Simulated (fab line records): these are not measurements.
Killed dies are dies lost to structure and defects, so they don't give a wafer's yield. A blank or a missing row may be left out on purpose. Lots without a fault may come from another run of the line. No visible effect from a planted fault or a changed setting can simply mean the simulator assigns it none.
Chamber matching	flow n5_finfet	N5_BEOL_M2_ETCH_77 on rie_diel-02: 4 sister chambers
The step etches underlayer in N2/H2, target depth 6.5 nm, time 5.2 s. 8 wafers are shown with their chamber, then 12 later ones without.

== EACH WAFER AND ITS CHAMBER ==
wafer	chamber	showerhead_plenum_p_Torr (Torr)	throttle_valve_pct (%)
L079.6	2	2.41	18.20
L084.6	3	2.63	17.91
L085.2	2	2.41	18.23
L086.4	3	2.62	17.94
L086.5	1	2.44	17.79
L089.1	1	2.44	17.80
L089.3	0	2.51	17.73
L089.4	0	2.51	17.75

== WAFERS WHOSE CHAMBER IS MISSING ==
wafer	showerhead_plenum_p_Torr (Torr)	throttle_valve_pct (%)
L090.2	2.51	17.74
L090.3	2.40	18.26
L090.4	2.51	17.77
L088.1	2.44	17.77
L088.2	2.51	17.78
L088.5	2.40	18.26
L097.1	2.62	17.53
L097.2	2.43	17.82
L097.3	2.50	17.78
L096.1	2.62	17.51
L096.3	2.43	17.82
L096.5	2.50	17.78

== WHICH CHAMBER EACH WENT THROUGH ==
wafer	from the rows above	in truth
L090.2	0	0
L090.3	2	2
L090.4	0	0
L088.1	1	1
L088.2	0	0
L088.5	2	2
L097.1	3	3
L097.2	1	1
L097.3	0	0
L096.1	3	3
L096.3	1	1
L096.5	0	0
Placed correctly: 12 of 12. Number that these rows cannot place: 0. Placed wrongly: 0.
How it was worked out, from the rows above alone: a wafer's distance from a chamber is the root of the sum, over the readings, of the square of ((its reading less the chamber's mean) divided by the reading's scatter). The wafer belongs to the nearest chamber; if the next one is less than 2 further off, it can't be placed. Each chamber's mean is taken over the wafers shown for it. How the scatter is found: for the shown wafers, subtract from each reading the mean of its chamber, square and add these, divide the total by (wafers less chambers), then take the root.
